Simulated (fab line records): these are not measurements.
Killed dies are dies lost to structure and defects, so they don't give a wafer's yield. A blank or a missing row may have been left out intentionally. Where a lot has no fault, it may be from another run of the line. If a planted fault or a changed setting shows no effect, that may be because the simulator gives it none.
Chamber matching	flow nand harc	rie diel-11 running NHARC_A_STAIRCASE_STRIP_476: 4 sister chambers
The step strips in O2, time 20 s. 8 wafers are shown with their chamber, then 11 later ones without.

== WAFERS, EACH WITH ITS CHAMBER ==
wafer	chamber	showerhead plenum p Torr (Torr)	drypump motor current A (A)
L081.5	0	3.67	5.7
L083.4	2	3.74	6.2
L084.5	2	3.74	6.1
L084.6	3	3.51	6.0
L085.3	1	3.77	5.5
L085.4	3	3.51	6.0
L085.5	1	3.77	5.4
L090.3	0	3.65	5.6

== WAFERS WITH NO CHAMBER GIVEN ==
wafer	showerhead plenum p Torr (Torr)	drypump motor current A (A)
L090.5	3.50	6.1
L090.6	3.73	6.1
L088.4	3.76	5.5
L088.5	3.76	5.5
L088.6	3.73	6.1
L089.2	3.50	6.0
L089.4	3.76	5.5
L089.5	3.65	5.6
L093.1	3.75	5.5
L093.2	3.65	5.6
L093.6	3.72	6.1

== EACH ONE'S CHAMBER ==
wafer	from the rows above	in truth
L090.5	3	3
L090.6	2	2
L088.4	1	1
L088.5	1	1
L088.6	2	2
L089.2	3	3
L089.4	1	1
L089.5	0	0
L093.1	1	1
L093.2	0	0
L093.6	2	2
Correct placement for 11 of the 11. Can't be placed from these rows: 0. 0 placed wrongly.
How it was worked out, from the rows above alone: a wafer's distance from a chamber is the root of the sum, over the readings, of the square of ((its reading less the chamber's mean) divided by the reading's scatter). If the next closest chamber is less than 2 further off than the closest, the wafer can't be placed; otherwise it belongs to the closest. A chamber's mean is the mean of its shown wafers. The scatter: take each reading less its chamber's mean, square it, sum over the shown wafers, divide by the number of wafers less the number of chambers, and take the root.
